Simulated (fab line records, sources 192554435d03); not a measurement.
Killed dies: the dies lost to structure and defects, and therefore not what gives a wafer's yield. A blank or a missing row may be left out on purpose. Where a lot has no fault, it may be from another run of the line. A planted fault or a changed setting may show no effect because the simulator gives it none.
fab line records -- flow n5Finfet
record: lots: 5, wafers: 13, lastDay: 19
route steps=1938 shown BEOL_M0_SAQP@686 BEOL_M0_CUTY@701 BEOL_M0@715 BEOL_M4@1111 PASSIVATION@1936
lots untouched by any fault: they come from a run of this same line in which no faults occurred
startH: hours from the record's opening day to when the first of the lot's shown wafers began -- waitH: hours since the lot's step before -- " as in the row above -- L1.1+2: several wafers, shown together as one row -- - either no value or no given start -- * or withheld: withheld -- < > ~ a bound
route shown NAME@n: names a module that has steps shown in the file, with the first one's number in the route -- usual: mean/standard deviation of fault-free wafers -- same: alike in all rows -- chamber/n: place in a boat -- sites: each site's reading -- _std_site: standard deviation across them -- _edge_site: outer sites' mean less inner sites' -- radiusMm: for every site, how far away it sits from the centre of the wafer -- mask NAME#n: copy n -- behind: the tool/chamber that last shaped the wafer -- hold: why the lot went on hold/how many hours it stayed there/how the hold came to an end -- device: whichever transistor did not switch (one of n, p or np) -- end of line: tests of these same wafers at the route's end -- step lacking rows: just its recipe -- killed: count of dies lost to structure and defects at first sort (not the wafer's yield) -- map: a wafer's dies, marking killed ones x, the rest . and places with no die _
set.NAME: setting as actually run; set.NAME@STEP: the setting as run at that earlier step -- model.NAME: the simulator's own value behind a step, which no gauge read
lots at some steps of the route; a table a step, a row a wafer
services: a tool's chamber out of use, with start hour (startH, from the record's first day; less than 0 if before it), hours out, and reason
== steps ==
step: N5_BEOL_M0_SAQP_EXPOSE_37
recipe: maskId: M0_CUT1, na: 0.33, sourceShape: annular, sigmaInner: 0.35, sigmaOuter: 0.8, polarization: unpolarized, targetCdNm: 30, doseMj: 44.75
step: N5_BEOL_M0_SAQP_PEB_38
recipe: pebTempC: 100, pebTimeS: 60, resist: CAR-EUV
step: N5_BEOL_M0_SAQP_DEVELOP_39
recipe: developTimeS: 30, developer: TMAH, resist: CAR-EUV, rinseLiquid: surfactantRinse, dry: airSpin, devTempC: 23
step: N5_BEOL_M0_SAQP_DESCUM_45
recipe: chemistry: O2, timeS: 7, sourcePowerW: 50, biasPowerW: 20, pressureMtorr: 20, rfFrequencyHz: 2.712e+07, tempC: 40, resist: CAR-EUV, o2FlowSccm: 225
step: N5_BEOL_M0_SAQP_ETCH_88
recipe: chemistry: N2/H2, target: underlayer, targetDepthA: 65, timeS: 5.2, ionEnergyEv: 200, maskMaterial: CAR-EUV, pressureMtorr: 30, sourceW: 840, biasW: 150, n2FlowSccm: 200, h2FlowSccm: 200, ends: cleared
step: N5_BEOL_M0_SAQP_ETCH_73
recipe: chemistry: CF4, target: SiARC, targetDepthA: 195, maskMaterial: CAR-EUV, timeS: 32.5, ionEnergyEv: 80, pressureMtorr: 40, sourceW: 545, biasW: 36, Ar_flow_sccm: 100, cf4FlowSccm: 100, ends: cleared
step: N5_BEOL_M0_SAQP_CUT_ETCH_46
recipe: chemistry: N2/H2, target: SOC, targetDepthA: 1350, overetchA: 270, tempC: 40, timeS: 202.5, ionEnergyEv: 200, maskMaterial: SiARC, pressureMtorr: 30, sourceW: 840, biasW: 150, n2FlowSccm: 200, h2FlowSccm: 200
step: N5_BEOL_M0_SAQP_STRIP_74
recipe: chemistry: N2/H2, tempC: 40, n2FlowSccm: 200, h2FlowSccm: 200, rfFrequencyHz: 6e+07
step: N5_BEOL_M0_SAQP_STRIP_89
recipe: chemistry: N2/H2, tempC: 40, n2FlowSccm: 200, h2FlowSccm: 200, rfFrequencyHz: 6e+07
step: N5_BEOL_M0_SAQP_ALD_48
recipe: material: SiO2, targetThkA: 200, tempC: 100, aldPrecursorFamily: BDEAS, aldCoReactant: O2-plasma, pulseTimeS: 1, coReactantPulseTimeS: 1, purgeTimeS: 2, coReactantPurgeTimeS: 2, aldCycles: 139, pressureTorr: 2
usual: aldCycles: 139/0, heaterPowerOuterW: 41/4.4, heaterPowerW: 79/7.8, precursorPulseHeightRel: 1.001/0.02, susceptorTempC: 99.99/0.13
lot.wafer,tool,chamber,startH,waitH,aldCycles,heaterPowerOuterW,heaterPowerW,precursorPulseHeightRel,susceptorTempC,model.SiO2_of_BEOL_M0_SAQP_ALD_48.thkNm
L821.3,aldSin-02,1,139.35,0.0,139,42,85,1.018,100.02,20
L821.4,aldSin-02,0,139.35,0.0,139,39,72,1.007,100.00,20
L821.5,aldSin-02,1,139.35,0.0,139,42,85,1.012,99.87,20
L830.3,aldSin-02,1,247.20,0.4,264,45,85,0.991,99.95,38
L830.4,aldSin-02,3,247.20,0.4,139,38,74,1.005,100.01,19.8
L830.6,aldSin-02,0,247.20,0.4,139,38,74,0.958,99.96,20
L829.3,aldSin-02,2,247.70,0.6,264,32,64,0.977,99.88,38.2
L829.4,aldSin-02,1,247.70,0.6,139,43,86,0.987,99.72,20
L833.1,aldSin-02,0,250.86,0.2,264,39,75,1.008,99.96,38
L833.3,aldSin-02,3,250.86,0.2,264,37,73,0.993,100.11,38
L840.1,aldSin-03,3,251.81,0.5,139,45,86,0.975,99.79,20
L840.2,aldSin-03,2,251.81,0.5,139,38,75,0.985,99.78,20
L840.3,aldSin-03,1,251.81,0.5,139,39,82,1.025,99.98,20.2
step: N5_BEOL_M0_SAQP_ETCH_49
recipe: chemistry: CF4/O2, targetDepthA: 370, target: SiO2, pressureMtorr: 40, sourceW: 535, biasW: 49, Ar_flow_sccm: 100, cf4FlowSccm: 100, O2_flow_sccm: 10, ionEnergyEv: 100
step: N5_BEOL_M0_SAQP_STRIP_75
recipe: chemistry: CF4, resist: SiARC, powerW: 300, biasPowerW: 75, pressureMtorr: 50, cf4FlowSccm: 150, rfFrequencyHz: 6e+07
step: N5_BEOL_M0_CUTY_COAT_50
recipe: resist: SiARC, tempC: 220, timeS: 60, spinRpm: 1500, resistThkNm: 15
step: N5_BEOL_M0_CUTY_COAT_51
recipe: resist: CAR-ArF-block, spinRpm: 1500, resistThkNm: 150
step: N5_BEOL_M0_CUTY_EBR_52
recipe: solvent: PGMEA, ebrWidthMm: 1.5
step: N5_BEOL_M0_CUTY_SOFTBAKE_53
recipe: tempC: 110, timeS: 60, resist: CAR-ArF-block
step: N5_BEOL_M0_CUTY_EXPOSE_54
recipe: maskId: M0_ABLK, na: 1.35, sourceShape: conventional, sigmaOuter: 0.8, polarization: unpolarized, doseMj: 36
step: N5_BEOL_M0_CUTY_PEB_55
recipe: pebTempC: 110, pebTimeS: 60, resist: CAR-ArF-block
step: N5_BEOL_M0_CUTY_DEVELOP_56
recipe: developTimeS: 30, developer: TMAH, resist: CAR-ArF-block, rinseLiquid: diw, dry: airSpin, devTempC: 23
step: N5_BEOL_M0_CUTY_DESCUM_61
recipe: chemistry: O2, timeS: 7.9, sourcePowerW: 50, biasPowerW: 20, pressureMtorr: 20, rfFrequencyHz: 2.712e+07, tempC: 40, resist: CAR-ArF-block, o2FlowSccm: 225
step: N5_BEOL_M0_CUTY_ETCH_62
recipe: chemistry: CF4, target: SiARC, maskMaterial: CAR-ArF-block, timeS: 58.5, ionEnergyEv: 80, pressureMtorr: 40, sourceW: 545, biasW: 36, Ar_flow_sccm: 100, cf4FlowSccm: 100, ends: cleared
step: N5_BEOL_M0_CUTY_ETCH_63
recipe: chemistry: N2/H2, target: SOC, targetDepthA: 827, overetchA: 165, maskMaterial: SiARC, tempC: 40, ionEnergyEv: 200, timeS: 124, pressureMtorr: 30, sourceW: 840, biasW: 150, n2FlowSccm: 200, h2FlowSccm: 200
step: N5_BEOL_M0_CUTY_STRIP_64
recipe: chemistry: N2/H2, tempC: 40, n2FlowSccm: 200, h2FlowSccm: 200, rfFrequencyHz: 6e+07
step: N5_BEOL_M0_ETCH_138
recipe: chemistry: CH3F/O2, targetDepthA: 120, target: SiCN, timeS: 31.6, ionEnergyEv: 120, pressureMtorr: 30, sourceW: 395, biasW: 75, Ar_flow_sccm: 150, CH3F_flow_sccm: 30, O2_flow_sccm: 20, ends: cleared
step: N5_BEOL_M0_HM_OPEN_105
recipe: chemistry: Cl2/BCl3, targetDepthA: 120, target: TiN, ionEnergyEv: 150, pressureMtorr: 10, icpW: 1000, biasW: 126, Cl2_flow_sccm: 53.25, bcl3FlowSccm: 21.75, Ar_flow_sccm: 25
usual: drypumpMotorCurrentA: 5.9/0.34, oesProductAu: 0.84/0.057, throttleValvePct: 21.91/0.13
lot.wafer,tool,chamber,startH,waitH,drypumpMotorCurrentA,oesProductAu,rfHoursCounterH,throttleValvePct,model.SiO2_of_BEOL_M0_SAQP_ALD_48.thkNm
L821.3,rieMetal-01,1,141.43,0.8,6.2,0.81,-,21.85,11.4
L821.4,rieMetal-01,1,141.43,0.8,6.2,0.82,-,21.82,10.6
L821.5,rieMetal-01,1,141.43,0.8,6.2,0.81,-,21.85,11.2
L830.3,rieMetal-01,1,248.79,0.1,6.2,0.79,-,21.87,22
L830.4,rieMetal-01,0,248.79,0.1,5.6,0.90,-,21.79,11
L830.6,rieMetal-01,1,248.79,0.1,6.2,0.79,-,21.88,11.8
L829.3,rieMetal-02,1,249.67,0.1,5.3,0.83,-,22.16,21.2
L829.4,rieMetal-02,0,249.67,0.1,6.2,0.88,-,21.93,11.8
L833.1,rieMetal-01,0,252.27,0.1,5.6,0.89,10,21.79,21.2
L833.3,rieMetal-01,0,252.27,0.1,5.6,0.90,-,21.78,22.2
L840.1,rieMetal-02,0,253.63,0.1,6.2,0.88,15,21.94,12
L840.2,rieMetal-02,1,253.63,0.1,5.3,0.82,26,22.17,11.4
L840.3,rieMetal-02,0,253.63,0.1,6.2,0.88,-,21.92,12.4
step: N5_BEOL_M0_STRIP_140
recipe: chemistry: CF4, resist: SiARC, powerW: 300, biasPowerW: 75, pressureMtorr: 50, cf4FlowSccm: 150, rfFrequencyHz: 6e+07
step: N5_BEOL_M4_RC_MEAS_101
usual: DIBL_N: 36.3/1.7, DIBL_P: 36.5/2.1, IOFF_N: 0.16/0.03, IOFF_P: 0.22/0.035, ION_N: 675/11, ION_P: 465/7.1, SS_N: 71.5/0.62, SS_P: 73.3/0.64, VT_N: 250/3.1, VT_P: -249.1/3
lot.wafer,tool,chamber,startH,waitH,DIBL_N[mV/V],DIBL_P[mV/V],IOFF_N[nA/um],IOFF_P[nA/um],ION_N[uA/um],ION_P[uA/um],SS_N[mV/dec],SS_P[mV/dec],VT_N[mV],VT_P[mV]
L821.3,prober-01,0,190.46,0.3,35.0,36.2,0.15,0.21,666,464,71.9,72.5,253,-250.3
L821.4,prober-01,0,190.46,0.3,34.3,35.5,0.14,0.20,676,464,71.3,72.9,254,-251.1
L821.5,prober-01,0,190.46,0.3,37.5,39.4,0.20,0.27,684,472,72.1,74.4,246,-244.4
L830.3,prober-02,0,285.61,0.3,38.7,39.7,0.21,0.29,692,476,71.7,74.1,245,-243.7
L830.4,prober-02,0,285.61,0.3,36.3,36.8,0.16,0.24,687,474,71.0,73.9,248,-248.7
L830.6,prober-02,0,285.61,0.3,36.2,35.5,0.16,0.22,675,467,71.4,73.4,249,-247.2
L829.3,prober-01,0,299.97,0.3,32.5,32.4,0.11,0.16,658,457,70.7,72.2,255,-253.3
L829.4,prober-01,0,299.97,0.3,33.8,34.4,0.13,0.18,676,464,71.4,72.3,252,-251.8
L833.1,prober-02,0,324.84,0.0,34.0,35.5,0.15,0.19,673,461,71.8,72.8,247,-250.5
L833.3,prober-02,0,324.84,0.0,32.5,34.6,0.13,0.18,652,449,69.9,73.1,253,-250.0
L840.1,prober-02,0,332.04,0.0,35.3,37.3,0.16,0.22,697,477,71.7,73.4,247,-247.2
L840.2,prober-02,0,332.04,0.0,37.0,38.8,0.19,0.24,684,466,71.6,73.7,247,-247.8
L840.3,prober-02,0,332.04,0.0,36.2,38.5,0.17,0.26,688,474,71.9,74.0,247,-246.5
step: N5_PASSIVATION_PROBE_49
usual: defectLimitedYield: 91.2/1.4, killed_at_M0_to_M3: 36/10, killed_at_M4_up: 13/5.1, killedAtContacts: 12/5.4, killedAtFrontEnd: 39/11, killedAtOther: 3.5/2.4, killedDies: 104/17, killedOpen: 67/13, killedShort: 36/8.3, sort_bin_5_function: 5.2/0.98, sort_bin_6_memory: 3.3/0.68, sortNPass: 1076/17, sortYieldPct: 91.2/1.4
same: grossDies: 1180, killedAtBackSide: 0, sort_bin_4_leakage[%]: 0, sort_bin_8_speed[%]: 0
lot.wafer,tool,chamber,startH,waitH,defectLimitedYield[%],killed_at_M0_to_M3,killed_at_M4_up,killedAtContacts,killedAtFrontEnd,killedAtOther,killedDies,killedOpen,killedShort,sort_bin_5_function[%],sort_bin_6_memory[%],sortNPass,sortYieldPct[%]
L830.3,prober-02,-,410.57,1.0,90.6,35,11,17,44,4,111,76,33,5.9,3.1,1069,90.6
L830.4,prober-02,-,410.62,1.0,92.4,42,8,10,28,2,90,60,30,4.6,2.7,1090,92.4
L830.6,prober-02,-,410.72,1.1,89.8,42,11,17,47,3,120,73,46,6.3,3.5,1060,89.8
L829.3,prober-01,-,410.58,0.3,89.5,45,11,11,55,2,124,70,51,6.1,4.2,1056,89.5
L829.4,prober-01,-,410.63,0.4,91.4,49,13,9,29,2,102,70,32,4.8,3.3,1078,91.4
L840.1,prober-01,-,458.31,0.0,90.8,37,10,8,49,5,109,75,34,5.1,3.8,1071,90.8
L840.2,prober-01,-,458.36,0.1,91.8,42,5,12,34,4,97,69,28,5.5,2.4,1083,91.8
L840.3,prober-01,-,458.41,0.1,89.9,36,19,24,34,6,119,83,35,6.7,3.3,1061,89.9
L833.1,prober-01,-,459.56,0.0,90.9,42,17,16,29,3,107,76,31,4.7,4.2,1073,90.9
L833.3,prober-01,-,459.66,0.1,89.2,40,23,7,44,13,127,79,47,6.6,3.3,1053,89.2
killed by level:class
L830.3 DUMMY_GATE:geometricParticle:open=13 MOL_CONTACT_COAG:geometricParticle:open=13 BEOL_M0_SAQP:geometricParticle:open=12 BEOL_M0_SAQP:geometricParticle:short=10 GATE_CUT:geometricParticle:short=6 FIN_SAQP:geometricParticle:open=5 BEOL_M2:geometricParticle:open=5 STI_FIN_REVEAL:geometricParticle:open=4
L829.3 BEOL_M2:geometricParticle:open=14 FIN_SAQP:geometricParticle:short=12 MOL_CONTACT_COAG:geometricParticle:open=11 BEOL_M0_SAQP:geometricParticle:open=10 BEOL_M3:geometricParticle:open=7 STI_FIN_REVEAL:geometricParticle:open=6 GATE_CUT:geometricParticle:short=6 STARTING-WAFER:geometricParticle:short=6
L830.4 BEOL_M0_SAQP:geometricParticle:short=14 BEOL_M0_SAQP:geometricParticle:open=13 MOL_CONTACT_COAG:geometricParticle:open=9 FIN_SAQP:geometricParticle:open=6 BEOL_M2:geometricParticle:open=5 FIN_SAQP:geometricParticle:short=5 DUMMY_GATE:geometricParticle:open=5 STI_FIN_REVEAL:geometricParticle:open=4
L829.4 BEOL_M0_SAQP:geometricParticle:open=17 BEOL_M0_SAQP:geometricParticle:short=15 FIN_SAQP:geometricParticle:short=8 MOL_CONTACT_COAG:geometricParticle:open=8 BEOL_M2:geometricParticle:open=8 STI_FIN_REVEAL:geometricParticle:open=7 FIN_SAQP:geometricParticle:open=6 BEOL_M4:geometricParticle:open=5
L830.6 BEOL_M0_SAQP:geometricParticle:short=16 BEOL_M0_SAQP:geometricParticle:open=13 MOL_CONTACT_COAG:geometricParticle:open=11 STI_FIN_REVEAL:geometricParticle:open=10 DUMMY_GATE:geometricParticle:open=7 BEOL_M3:geometricParticle:open=7 MOL_CONTACT_COAG:geometricParticle:short=6 FIN_SAQP:geometricParticle:open=5
L840.1 BEOL_M0_SAQP:geometricParticle:open=15 FIN_SAQP:geometricParticle:short=13 BEOL_M2:geometricParticle:open=10 DUMMY_GATE:geometricParticle:open=7 FIN_SAQP:geometricParticle:open=6 MOL_CONTACT_COAG:geometricParticle:open=6 STI_FIN_REVEAL:geometricParticle:open=5 BEOL_M0_SAQP:geometricParticle:short=5
L840.2 STI_FIN_REVEAL:geometricParticle:open=12 BEOL_M2:geometricParticle:open=12 BEOL_M0_SAQP:geometricParticle:short=9 BEOL_M0_SAQP:geometricParticle:open=8 BEOL_M3:geometricParticle:open=8 MOL_CONTACT_COAG:geometricParticle:open=7 DUMMY_GATE:geometricParticle:open=6 MOL_CONTACT_COAG:geometricParticle:short=5
L840.3 MOL_CONTACT_COAG:geometricParticle:open=23 BEOL_M2:geometricParticle:open=12 BEOL_M4:geometricParticle:open=8 STI_FIN_REVEAL:geometricParticle:open=6 BEOL_M0_SAQP:geometricParticle:short=6 BEOL_M0_SAQP:geometricParticle:open=5 FIN_SAQP:geometricParticle:open=4 FIN_SAQP:geometricParticle:short=4
L833.1 BEOL_M0_SAQP:geometricParticle:open=15 MOL_CONTACT_COAG:geometricParticle:open=14 BEOL_M0_SAQP:geometricParticle:short=13 FIN_SAQP:geometricParticle:open=9 BEOL_M4:geometricParticle:open=6 FIN_SAQP:geometricParticle:short=5 STI_FIN_REVEAL:geometricParticle:open=4 BEOL_M3:geometricParticle:open=4
L833.3 BEOL_M0_SAQP:geometricParticle:open=18 FIN_SAQP:geometricParticle:short=15 STI_FIN_REVEAL:geometricParticle:open=11 BEOL_M4:geometricParticle:open=9 BEOL_M0_SAQP:geometricParticle:short=9 FIN_SAQP:geometricParticle:open=7 BEOL_M3:geometricParticle:open=5 MIM_TOP:geometricParticle:open=5
== services ==
tool,chamber,startH,hours,kind
rieMetal-01,-,125.10,0.7,repair
rieMetal-02,0,137.10,13.2,repair
rieMetal-01,-,137.60,1.4,pm
rieMetal-02,-,138.44,0.5,repair
rieMetal-01,0,141.63,-,clean
rieMetal-01,0,141.63,15.6,scheduledDown
rieMetal-01,0,141.63,15.6,ventCycle
aldSin-02,2,142.87,-,calibration
aldSin-03,3,154.82,1.4,repair
aldSin-03,3,202.14,5.8,repair
aldSin-03,0,220.81,3.3,repair
aldSin-02,0,227.88,15.1,repair
== key ==
firstSign: step: N5_BEOL_M0_SAQP_ALD_48, reading: aldCycles, direction: up, sigmas: 99+, usual: *, struck: *
effect none on later readings
modelEffect: step: N5_BEOL_M0_SAQP_ALD_48, value: SiO2_of_BEOL_M0_SAQP_ALD_48.thkNm, without: 20.05, struck: 38.05
modelEffect: step: N5_BEOL_M0_HM_OPEN_105, value: SiO2_of_BEOL_M0_SAQP_ALD_48.thkNm, without: 11.3, struck: 21.65
metAt N5_BEOL_M0_SAQP_ALD_48
struckWafers L829.3,L830.3,L833.1,L833.3
onsetBetween 139.35 247.20
fault: kind: processParameterDrift, tool: aldSin-02, chamber: -, onsetH: 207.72, steps: N5_BEOL_M0_SAQP_ALD_48, channel: aldCycles, offset: *, shape: step, endH: 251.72, scope: struckWafersOnly, actsIn: *, stated: *
